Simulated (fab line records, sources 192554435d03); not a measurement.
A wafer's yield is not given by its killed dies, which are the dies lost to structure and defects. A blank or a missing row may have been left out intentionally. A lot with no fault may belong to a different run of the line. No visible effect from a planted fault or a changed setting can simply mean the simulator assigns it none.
Which of the tools did it? | flow n5-finfet | Sampling: 11 lots, 33 wafers, 2 of 1938 route steps

== WHAT THE GAUGES SHOWED, per wafer ==
N5_BEOL_M11_INSPECT_30: inspects for defects (brightfield).
lot  | measured     | on                | raw-defect-count
L886 | day 10 09:02 | defect-inspect-01 | 344 330 263
L888 | day 11 06:49 | defect-inspect-01 | 383 420 302
L889 | day 12 06:21 | defect-inspect-01 | 513 376 457
L891 | day 12 06:11 | defect-inspect-02 | 425 407 394
L895 | day 12 08:43 | defect-inspect-01 | 407 440 449
L894 | day 12 08:53 | defect-inspect-02 | 438 416 421
L896 | day 13 11:28 | defect-inspect-02 | 346 405 463
L899 | day 14 10:37 | defect-inspect-02 | 296 297 271
L902 | day 15 05:28 | defect-inspect-01 | 577 913 580
L908 | day 16 17:54 | defect-inspect-01 | 370 338 431
L909 | day 16 20:17 | defect-inspect-02 | 602 449 407

== WHICH TOOL RAN EACH LOT (tool, then ch and the chambers of the sampled wafers, then the start) ==
lot  | N5_BEOL_M11_PECVD_70
L886 | pecvd-01 ch 0,1, day 10 03:08
L888 | pecvd-04 ch 0,2, day 11 04:50
L889 | pecvd-04 ch 0,2, day 11 23:43
L891 | pecvd-04 ch 0,1,2, day 12 00:49
L895 | pecvd-01 ch 0,1,2, day 12 04:58
L894 | pecvd-04 ch 0,1,2, day 12 06:30
L896 | pecvd-04 ch 0,2, day 13 07:34
L899 | pecvd-01 ch 1,2, day 14 04:13
L902 | pecvd-01 ch 0,2, day 14 23:23
L908 | pecvd-02 ch 0,2, day 16 13:46
L909 | pecvd-04 ch 0,1,2, day 16 16:41
- N5_BEOL_M11_PECVD_70: deposits SiO2 from TEOS/O2, target thk 20 nm, time 22.7 s.

== THE ANSWER, worked out from the rows above alone ==
Rule: what is usual is taken from the lots themselves. The widest of any qualifying gaps counts: lots, ordered by their means at a reading, are off when they make up no more than a third of the lots, leave a main group of 4 or more, and stand apart from it by 3 or more times the standard deviation of that group's means. The tables above print the reading to a certain number of digits; a main group whose means all agree to those digits is not used. A lot without any number at a reading at which 4 lots or more have one is off too. All remaining lots with rows at the step are treated as sound.
Off: L902, at N5_BEOL_M11_INSPECT_30 (raw-defect-count). For the main group the mean is 395 and the standard deviation 57.
A tool fits if, at a process step before that reading, it ran every lot that is off, and no sound lot after the first of them. The gauges at N5_BEOL_M11_INSPECT_30 are tried like those tools. One candidate fits, namely pecvd-01 at N5_BEOL_M11_PECVD_70. A fault onset in the window from L899 (day 14 04:13, its last sound lot) to L902 (day 14 23:23, its first lot off) fits.

== WHAT THE SIMULATOR PUT IN ==
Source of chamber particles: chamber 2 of pecvd-01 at N5_BEOL_M11_PECVD_70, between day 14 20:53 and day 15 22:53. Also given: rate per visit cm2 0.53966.
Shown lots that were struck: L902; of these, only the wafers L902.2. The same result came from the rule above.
